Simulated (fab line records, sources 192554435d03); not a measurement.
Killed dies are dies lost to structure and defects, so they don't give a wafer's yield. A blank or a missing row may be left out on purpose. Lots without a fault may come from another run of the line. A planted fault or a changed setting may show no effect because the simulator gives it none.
Which tool did it? | flow n5_finfet | 20 lots, 60 wafers sampled, at 6 steps of a route of 1938

WHAT THE GAUGES READ, wafer by wafer
The record holds no reading of a measuring or inspecting step that can be judged against a usual standard deviation.

WHICH TOOL RAN EACH LOT (tool, then ch and the chambers of the sampled wafers, then the start)
lot  | N5_SDB_ETCH_25                    | N5_HKMG_FIN_ETCHBACK_68           | N5_GATE_CUT_CMP_02            | N5_GATE_CUT_HM_DEP_46           | N5_GATE_CUT_STRIP_42              | N5_GATE_CUT_CUT_ETCH_53
L074 | rie_diel-05 ch 0,2,3, day 3 21:13 | rie_metal-02 ch 1, day 4 09:14    | cmp-01 ch 0,2,3, day 4 14:56  | pecvd-01 ch 0,1,2, day 4 15:16  | rie_diel-01 ch 0,1,3, day 4 16:06 | rie_metal-01 ch 0,1, day 4 17:33
L075 | rie_diel-04 ch 0,2, day 4 02:01   | rie_metal-03 ch 0,1, day 4 13:35  | cmp-01 ch 0,1,2, day 4 21:29  | pecvd-03 ch 0,2, day 4 21:49    | rie_diel-01 ch 0,2,3, day 4 22:31 | rie_metal-02 ch 0,1, day 4 22:41
L076 | rie_diel-04 ch 0,1, day 4 08:08   | rie_metal-02 ch 0,1, day 4 19:29  | cmp-01 ch 1,3, day 5 04:19    | pecvd-01 ch 0,1,2, day 5 04:39  | rie_diel-06 ch 0,2, day 5 05:21   | rie_metal-03 ch 0,1, day 5 05:31
L077 | rie_diel-02 ch 0,3, day 4 14:59   | rie_metal-03 ch 0,1, day 5 03:19  | cmp-02 ch 2,3, day 5 08:06    | pecvd-01 ch 0,1,2, day 5 08:23  | rie_diel-01 ch 0,2,3, day 5 09:06 | rie_metal-02 ch 0,1, day 5 09:16
L078 | rie_diel-02 ch 0,1,2, day 4 20:05 | rie_metal-01 ch 1, day 5 08:16    | cmp-03 ch 0,3, day 5 12:56    | pecvd-03 ch 0,1, day 5 13:16    | rie_diel-06 ch 0,2,3, day 5 14:06 | rie_metal-03 ch 0,1, day 5 14:15
L079 | rie_diel-05 ch 1,2,3, day 5 03:01 | rie_metal-02 ch 0,1, day 5 15:59  | cmp-01 ch 0,1,2, day 5 20:38  | pecvd-01 ch 0,1,2, day 5 20:58  | rie_diel-06 ch 0,3, day 5 21:48   | rie_metal-02 ch 0,1, day 5 21:58
L081 | rie_diel-05 ch 1,2,3, day 5 18:45 | rie_metal-03 ch 0,1, day 6 05:28  | cmp-03 ch 0,3, day 6 10:10    | pecvd-03 ch 0,2, day 6 10:30    | rie_diel-03 ch 0,2, day 6 11:12   | rie_metal-01 ch 0,1, day 6 11:21
L082 | rie_diel-04 ch 1,3, day 5 23:42   | rie_metal-01 ch 0,1, day 6 10:56  | cmp-02 ch 1,2,3, day 6 15:53  | pecvd-02 ch 0,2, day 6 16:14    | rie_diel-01 ch 0,1,2, day 6 16:56 | rie_metal-01 ch 0,1, day 6 17:05
L085 | rie_diel-02 ch 1,2, day 6 21:05   | rie_metal-03 ch 1, day 7 08:35    | cmp-01 ch 2,3, day 7 13:42    | pecvd-02 ch 1,2, day 7 13:59    | rie_diel-01 ch 0,1,2, day 7 14:49 | rie_metal-01 ch 0, day 7 14:59
L086 | rie_diel-04 ch 0,1,3, day 6 23:59 | rie_metal-01 ch 0, day 7 11:53    | cmp-03 ch 0,2,3, day 7 16:44  | pecvd-01 ch 0,1,2, day 7 17:04  | rie_diel-06 ch 0,2,3, day 7 17:53 | rie_metal-03 ch 0,1, day 7 18:05
L087 | rie_diel-04 ch 1,2, day 7 04:31   | rie_metal-02 ch 0,1, day 7 15:41  | cmp-02 ch 0,1, day 7 21:01    | pecvd-03 ch 0,1, day 7 21:21    | rie_diel-06 ch 1,2, day 7 22:12   | rie_metal-02 ch 0,1, day 7 22:20
L088 | rie_diel-02 ch 0,1,2, day 7 08:34 | rie_metal-02 ch 0,1, day 7 19:51  | cmp-02 ch 0,1,2, day 8 01:08  | pecvd-02 ch 1,2, day 8 01:21    | rie_diel-06 ch 0,1,2, day 8 02:11 | rie_metal-03 ch 0,1, day 8 02:20
L089 | rie_diel-05 ch 0,3, day 7 15:29   | rie_metal-01 ch 1, day 8 02:44    | cmp-01 ch 0,1,2, day 8 07:34  | pecvd-03 ch 1,2, day 8 07:52    | rie_diel-03 ch 0,1, day 8 08:47   | rie_metal-01 ch 1, day 8 08:59
L090 | rie_diel-02 ch 0,1,2, day 7 17:08 | rie_metal-01 ch 1, day 8 04:17    | cmp-01 ch 0,1,3, day 8 09:28  | pecvd-01 ch 0,1,2, day 8 09:47  | rie_diel-03 ch 0,2,3, day 8 10:29 | rie_metal-02 ch 0,1, day 8 10:38
L091 | rie_diel-02 ch 2,3, day 8 02:44   | rie_metal-01 ch 0,1, day 8 13:43  | cmp-01 ch 1,2,3, day 8 18:34  | pecvd-02 ch 0,1,2, day 8 18:53  | rie_diel-01 ch 0,1,2, day 8 19:46 | rie_metal-01 ch 0,1, day 8 19:55
L092 | rie_diel-04 ch 0,1, day 8 11:11   | rie_metal-02 ch 0,1, day 8 22:58  | cmp-02 ch 0,1, day 9 03:46    | pecvd-02 ch 0,1,2, day 9 04:05  | rie_diel-03 ch 2,3, day 9 04:56   | rie_metal-03 ch 0,1, day 9 05:05
L093 | rie_diel-05 ch 0,1,3, day 8 11:57 | rie_metal-02 ch 0,1, day 8 23:29  | cmp-03 ch 0,2,3, day 9 05:02  | pecvd-02 ch 0,1,2, day 9 05:22  | rie_diel-06 ch 0,1,3, day 9 06:04 | rie_metal-02 ch 0,1, day 9 06:13
L094 | rie_diel-04 ch 0,1, day 8 19:11   | rie_metal-03 ch 0,1, day 9 07:12  | cmp-03 ch 2,3, day 9 11:53    | pecvd-01 ch 0,1,2, day 9 12:14  | rie_diel-06 ch 0,3, day 9 13:02   | rie_metal-02 ch 0,1, day 9 13:13
L096 | rie_diel-04 ch 0,1,2, day 9 03:52 | rie_metal-01 ch 0,1, day 9 14:58  | cmp-01 ch 0,1,2, day 9 20:13  | pecvd-01 ch 0,1, day 9 20:33    | rie_diel-01 ch 0,1,2, day 9 21:33 | rie_metal-03 ch 0,1, day 9 21:42
L097 | rie_diel-04 ch 1,2, day 9 12:30   | rie_metal-01 ch 0,1, day 10 01:08 | cmp-01 ch 1,2,3, day 10 05:54 | pecvd-03 ch 0,1,2, day 10 06:08 | rie_diel-06 ch 2,3, day 10 07:01  | rie_metal-03 ch 0,1, day 10 07:11
- N5_SDB_ETCH_25: etches SiO2 in C4F6/O2, target depth 10 nm, time 3.3 s.
- N5_HKMG_FIN_ETCHBACK_68: etches the open film in Cl2/Ar, stops on HfO2, target depth 0.5 nm.
- N5_GATE_CUT_CMP_02: polishes, stops on SiO2, t overpolish 12.7 s, target thk 0 nm.
- N5_GATE_CUT_HM_DEP_46: deposits SiO2 from TEOS/O2, target thk 130 nm, time 26.6 s.
- N5_GATE_CUT_STRIP_42: strips in O2.
- N5_GATE_CUT_CUT_ETCH_53: etches W in SF6/Cl2, target depth 79.2 nm.

WHAT THE TOOLS THEMSELVES READ (means of the sampled wafers that have a number; where no wafer has one, the mark that the record gives instead)
N5_SDB_ETCH_25. Usual: C4F6_flow_sccm 9.998 sccm, standard deviation 0.029; O2_flow_sccm 10.00 sccm, standard deviation 0.03; drypump_motor_current_A 5.5 A, standard deviation 0.37; mfc_ar_sccm 300.1 sccm, standard deviation 0.89; oes_product_au 0.78 a.u., standard deviation 0.09; rf_vpp_V 665 V, standard deviation 9.6; showerhead_plenum_p_Torr 2.83 Torr, standard deviation 0.1; throttle_valve_pct 21.16 %, standard deviation 0.2.
lot  | tool        | C4F6_flow_sccm (sccm) | O2_flow_sccm (sccm) | drypump_motor_current_A (A) | mfc_ar_sccm (sccm) | oes_product_au (a.u.) | rf_vpp_V (V) | showerhead_plenum_p_Torr (Torr) | throttle_valve_pct (%) | flag
L074 | rie_diel-05 | 9.995                 | 10.01               | 5.5                         | 299.6              | 0.77                  | 666          | 2.84                            | 20.99                  |
L075 | rie_diel-04 | 9.978                 | 9.97                | 5.2                         | 299.6              | 0.89                  | 669          | 2.78                            | 21.10                  |
L076 | rie_diel-04 | 10.029                | 10.04               | 5.7                         | 299.9              | 0.72                  | 659          | 2.81                            | 21.32                  |
L077 | rie_diel-02 | 10.003                | 9.98                | 5.5                         | 300.4              | 0.89                  | 666          | 2.85                            | 21.07                  |
L078 | rie_diel-02 | 9.978                 | 10.00               | 5.5                         | 299.6              | 0.80                  | 659          | 2.87                            | 21.13                  |
L079 | rie_diel-05 | 9.976                 | 10.01               | 5.7                         | 300.1              | 0.73                  | 670          | 2.80                            | 21.24                  |
L081 | rie_diel-05 | 10.022                | 9.98                | 5.7                         | 300.9              | 0.72                  | 668          | 2.80                            | 21.25                  |
L082 | rie_diel-04 | 10.032                | 10.02               | 5.5                         | 300.2              | 0.72                  | 676          | 2.79                            | 21.19                  |
L085 | rie_diel-02 | 10.002                | 10.00               | 5.6                         | 299.7              | 0.78                  | 652          | 2.94                            | 21.17                  |
L086 | rie_diel-04 | 9.985                 | 9.98                | 5.6                         | 299.6              | 0.71                  | 666          | 2.79                            | 21.27                  |
L087 | rie_diel-04 | 9.985                 | 9.98                | 5.1                         | 300.6              | 0.77                  | 665          | 2.90                            | 21.30                  |
L088 | rie_diel-02 | 9.995                 | 10.01               | 5.5                         | 300.7              | 0.77                  | 659          | 2.86                            | 21.17                  |
L089 | rie_diel-05 | 10.004                | 10.01               | 5.2                         | 300.4              | 0.84                  | 666          | 2.91                            | 20.77                  |
L090 | rie_diel-02 | 9.990                 | 9.99                | 5.5                         | 299.6              | 0.77                  | 659          | 2.86                            | 21.16                  |
L091 | rie_diel-02 | 9.997                 | 10.01               | 5.7                         | 299.2              | 0.78                  | 654          | 2.92                            | 21.23                  |
L092 | rie_diel-04 | 9.982                 | 10.01               | 5.7                         | 300.5              | 0.70                  | 659          | 2.79                            | 21.38                  |
L093 | rie_diel-05 | 10.030                | 9.97                | 5.4                         | 299.8              | 0.81                  | 669          | 2.87                            | 21.01                  |
L094 | rie_diel-04 | 10.007                | 10.00               | 5.5                         | 300.7              | 0.70                  | 659          | 2.86                            | 21.42                  |
L096 | rie_diel-04 | 9.985                 | 10.00               | 5.3                         | 299.7              | 0.76                  | 663          | 2.81                            | 21.28                  |
L097 | rie_diel-04 | 9.994                 | 10.02               | 5.1                         | 300.1              | 0.76                  | 665          | 2.89                            | 21.34                  |

N5_HKMG_FIN_ETCHBACK_68. Usual: drypump_motor_current_A 5.8 A, standard deviation 0.42; mfc_ar_sccm 60.03 sccm, standard deviation 0.17; oes_product_au 0.73 a.u., standard deviation 0.12; throttle_valve_pct 21.03 %, standard deviation 0.19.
lot  | tool         | drypump_motor_current_A (A) | mfc_ar_sccm (sccm) | oes_product_au (a.u.) | throttle_valve_pct (%) | flag
L074 | rie_metal-02 | 5.5                         | 59.98              | 0.71                  | 21.09                  |
L075 | rie_metal-03 | 6.0                         | 60.08              | 0.78                  | 21.06                  |
L076 | rie_metal-02 | 5.9                         | 60.01              | 0.90                  | 20.80                  |
L077 | rie_metal-03 | 6.0                         | 60.02              | 0.77                  | 21.05                  |
L078 | rie_metal-01 | 6.0                         | 59.98              | 0.68                  | 21.13                  |
L079 | rie_metal-02 | 5.9                         | 60.01              | 0.87                  | 20.82                  |
L081 | rie_metal-03 | 6.1                         | 60.07              | 0.76                  | 21.07                  |
L082 | rie_metal-01 | 5.6                         | 60.04              | 0.65                  | 21.16                  |
L085 | rie_metal-03 | 6.0                         | 60.04              | 0.62                  | 20.81                  |
L086 | rie_metal-01 | 4.9                         | 59.86              | 0.62                  | 21.22                  |
L087 | rie_metal-02 | 5.9                         | 60.29              | 0.84                  | 20.84                  |
L088 | rie_metal-02 | 5.7                         | 60.07              | 0.77                  | 20.98                  |
L089 | rie_metal-01 | 6.0                         | 60.14              | 0.67                  | 21.14                  |
L090 | rie_metal-01 | 6.0                         | 59.97              | 0.67                  | 21.15                  |
L091 | rie_metal-01 | 5.3                         | 60.04              | 0.64                  | 21.20                  |
L092 | rie_metal-02 | 5.7                         | 60.08              | 0.75                  | 20.99                  |
L093 | rie_metal-02 | 5.7                         | 60.13              | 0.75                  | 20.98                  |
L094 | rie_metal-03 | 6.0                         | 59.84              | 0.68                  | 20.95                  |
L096 | rie_metal-01 | 5.3                         | 60.04              | 0.63                  | 21.20                  |
L097 | rie_metal-01 | 5.3                         | 59.84              | 0.63                  | 21.20                  |

N5_GATE_CUT_CMP_02. Usual: motor_current_A 9.2 A, standard deviation 1; overpolish_run_s 12.700 s, standard deviation 0.0085; slurry_filter_dp_kPa 13.50 kPa, standard deviation 0.13; time_to_endpoint_s 24.9 s, standard deviation 2.9.
lot  | tool   | motor_current_A (A) | overpolish_run_s (s) | slurry_filter_dp_kPa (kPa) | time_to_endpoint_s (s) | flag
L074 | cmp-01 | 8.6                 | 12.702               | 13.61                      | 28.9                   |
L075 | cmp-01 | 8.3                 | 12.699               | 13.54                      | 26.3                   |
L076 | cmp-01 | 9.2                 | 12.698               | 13.54                      | 27.6                   |
L077 | cmp-02 | 9.7                 | 12.704               | 13.50                      | 24.3                   |
L078 | cmp-03 | 9.0                 | 12.699               | 13.48                      | 26.3                   |
L079 | cmp-01 | 8.1                 | 12.705               | 13.49                      | 24.5                   |
L081 | cmp-03 | 9.1                 | 12.698               | 13.49                      | 24.9                   |
L082 | cmp-02 | 9.7                 | 12.701               | 13.52                      | 24.4                   |
L085 | cmp-01 | 9.2                 | 12.699               | 13.54                      | 23.2                   |
L086 | cmp-03 | 10.0                | 12.703               | 13.43                      | 25.5                   |
L087 | cmp-02 | 8.9                 | 12.698               | 13.44                      | 24.7                   |
L088 | cmp-02 | 9.1                 | 12.700               | 13.48                      | 22.9                   |
L089 | cmp-01 | 8.4                 | 12.694               | 13.47                      | 24.4                   |
L090 | cmp-01 | 8.6                 | 12.695               | 13.72                      | 26.3                   |
L091 | cmp-01 | 8.9                 | 12.697               | 13.46                      | 29.4                   |
L092 | cmp-02 | 8.9                 | 12.704               | 13.61                      | 23.5                   |
L093 | cmp-03 | 9.8                 | 12.698               | 13.55                      | 22.1                   |
L094 | cmp-03 | 11.0                | 12.707               | 13.48                      | 23.5                   |
L096 | cmp-01 | 8.1                 | 12.708               | 13.54                      | 25.2                   |
L097 | cmp-01 | 8.7                 | 12.701               | 13.39                      | 28.6                   |

N5_GATE_CUT_HM_DEP_46. Usual: heater_power_w 551 W, standard deviation 97; showerhead_plenum_p_Torr 8.36 Torr, standard deviation 0.038; showerhead_vpp_V 1880 V, standard deviation 99; throttle_valve_pct 18.9 %, standard deviation 0.77.
lot  | tool     | heater_power_w (W) | showerhead_plenum_p_Torr (Torr) | showerhead_vpp_V (V) | throttle_valve_pct (%) | flag
L074 | pecvd-01 | 573                | 8.35                            | 1874                 | 19.1                   |
L075 | pecvd-03 | 489                | 8.38                            | 1905                 | 18.2                   |
L076 | pecvd-01 | 572                | 8.36                            | 1892                 | 19.2                   |
L077 | pecvd-01 | 535                | 8.37                            | 1870                 | 19.0                   |
L078 | pecvd-03 | 433                | 8.36                            | 1940                 | 19.3                   |
L079 | pecvd-01 | 569                | 8.37                            | 1869                 | 19.1                   |
L081 | pecvd-03 | 496                | 8.37                            | 1893                 | 18.4                   |
L082 | pecvd-02 | 607                | 8.35                            | 1791                 | 19.3                   |
L085 | pecvd-02 | 582                | 8.35                            | 1798                 | 18.1                   |
L086 | pecvd-01 | 566                | 8.36                            | 1895                 | 19.1                   |
L087 | pecvd-03 | 483                | 8.34                            | 1947                 | 19.1                   |
L088 | pecvd-02 | 602                | 8.38                            | 1851                 | 18.2                   |
L089 | pecvd-03 | 401                | 8.36                            | 2044                 | 18.4                   |
L090 | pecvd-01 | 579                | 8.36                            | 1876                 | 19.1                   |
L091 | pecvd-02 | 610                | 8.36                            | 1829                 | 18.7                   |
L092 | pecvd-02 | 549                | 8.37                            | 1819                 | 18.9                   |
L093 | pecvd-02 | 622                | 8.36                            | 1825                 | 18.9                   |
L094 | pecvd-01 | 576                | 8.37                            | 1882                 | 19.1                   |
L096 | pecvd-01 | 537                | 8.33                            | 1862                 | 19.0                   |
L097 | pecvd-03 | 466                | 8.35                            | 1971                 | 18.8                   |

N5_GATE_CUT_STRIP_42. Usual: drypump_motor_current_A 5.6 A, standard deviation 0.37; oes_product_au 0.79 a.u., standard deviation 0.082; rf_vpp_V 3.6 V, standard deviation 0.44; showerhead_plenum_p_Torr 2.10 Torr, standard deviation 0.075; throttle_valve_pct 16.54 %, standard deviation 0.29.
lot  | tool        | drypump_motor_current_A (A) | oes_product_au (a.u.) | rf_vpp_V (V) | showerhead_plenum_p_Torr (Torr) | throttle_valve_pct (%) | flag
L074 | rie_diel-01 | 5.7                         | 0.81                  | 4.3          | 2.10                            | 16.46                  |
L075 | rie_diel-01 | 5.8                         | 0.80                  | 3.7          | 2.07                            | 16.58                  |
L076 | rie_diel-06 | 5.4                         | 0.80                  | 3.7          | 2.06                            | 16.76                  |
L077 | rie_diel-01 | 5.8                         | 0.80                  | 3.7          | 2.07                            | 16.59                  |
L078 | rie_diel-06 | 5.4                         | 0.85                  | 3.8          | 2.11                            | 16.68                  |
L079 | rie_diel-06 | 5.6                         | 0.91                  | 3.2          | 2.11                            | 16.61                  |
L081 | rie_diel-03 | 5.2                         | 0.80                  | 3.2          | 2.07                            | 16.24                  |
L082 | rie_diel-01 | 5.7                         | 0.71                  | 4.2          | 2.09                            | 16.67                  |
L085 | rie_diel-01 | 5.7                         | 0.71                  | 3.7          | 2.08                            | 16.69                  |
L086 | rie_diel-06 | 5.4                         | 0.83                  | 3.7          | 2.11                            | 16.70                  |
L087 | rie_diel-06 | 5.7                         | 0.83                  | 3.2          | 2.09                            | 16.32                  |
L088 | rie_diel-06 | 5.6                         | 0.84                  | 3.6          | 2.07                            | 16.52                  |
L089 | rie_diel-03 | 5.7                         | 0.82                  | 4.4          | 2.21                            | 16.23                  |
L090 | rie_diel-03 | 5.5                         | 0.75                  | 3.5          | 2.12                            | 16.54                  |
L091 | rie_diel-01 | 5.7                         | 0.70                  | 3.9          | 2.08                            | 16.70                  |
L092 | rie_diel-03 | 5.4                         | 0.73                  | 3.5          | 2.04                            | 16.52                  |
L093 | rie_diel-06 | 5.7                         | 0.86                  | 3.5          | 2.12                            | 16.45                  |
L094 | rie_diel-06 | 5.5                         | 0.84                  | 3.7          | 2.15                            | 16.65                  |
L096 | rie_diel-01 | 5.7                         | 0.70                  | 3.5          | 2.08                            | 16.71                  |
L097 | rie_diel-06 | 5.3                         | 0.78                  | 3.8          | 2.16                            | 16.75                  |

N5_GATE_CUT_CUT_ETCH_53. Usual: drypump_motor_current_A 5.8 A, standard deviation 0.4; etch_rf_on_time_s 26.5 s, standard deviation 0.49; oes_product_au 0.67 a.u., standard deviation 0.11; throttle_valve_pct 29.07 %, standard deviation 0.24.
lot  | tool         | drypump_motor_current_A (A) | etch_rf_on_time_s (s) | oes_product_au (a.u.) | throttle_valve_pct (%) | flag
L074 | rie_metal-01 | 5.3                         | 26.7                  | 0.59                  | 29.22                  |
L075 | rie_metal-02 | 5.9                         | 26.0                  | 0.83                  | 28.89                  |
L076 | rie_metal-03 | 6.0                         | 26.4                  | 0.63                  | 29.00                  |
L077 | rie_metal-02 | 5.9                         | 26.0                  | 0.81                  | 28.89                  |
L078 | rie_metal-03 | 6.0                         | 26.2                  | 0.70                  | 29.22                  |
L079 | rie_metal-02 | 5.7                         | 26.5                  | 0.72                  | 28.99                  |
L081 | rie_metal-01 | 5.6                         | 26.9                  | 0.60                  | 29.23                  |
L082 | rie_metal-01 | 5.6                         | 27.2                  | 0.59                  | 29.24                  |
L085 | rie_metal-01 | 4.9                         | 26.3                  | 0.56                  | 29.23                  |
L086 | rie_metal-03 | 6.0                         | 26.1                  | 0.63                  | 29.01                  |
L087 | rie_metal-02 | 5.9                         | 26.4                  | 0.77                  | 28.89                  |
L088 | rie_metal-03 | 6.0                         | 26.4                  | 0.62                  | 29.02                  |
L089 | rie_metal-01 | 6.0                         | 27.2                  | 0.61                  | 29.24                  |
L090 | rie_metal-02 | 5.9                         | 26.3                  | 0.76                  | 28.91                  |
L091 | rie_metal-01 | 5.3                         | 26.9                  | 0.57                  | 29.24                  |
L092 | rie_metal-03 | 6.0                         | 26.3                  | 0.62                  | 29.01                  |
L093 | rie_metal-02 | 5.9                         | 26.5                  | 0.75                  | 28.90                  |
L094 | rie_metal-02 | 5.7                         | 26.5                  | 0.68                  | 29.01                  |
L096 | rie_metal-03 | 6.0                         | 26.5                  | 0.62                  | 29.02                  |
L097 | rie_metal-03 | 6.0                         | 26.3                  | 0.62                  | 29.02                  |

THE ANSWER, worked out from the rows above alone
Rule: a lot is off if the mean of its wafers that have a number lies more than 3 standard deviations from the usual mean. A lot without any number at a reading at which 4 lots or more have one is off too. The other lots that the step has rows for count as sound. The gauges are gone through in route order, then the tools' own readings, and for those a lot's mean is taken as printed above. The first step at which some lot is off is used, and at that step the reading that is off furthest; a lot without a number counts as furthest.
No lot is off at any reading shown: from this, nothing can be told.

WHAT THE SIMULATOR HAD PUT IN
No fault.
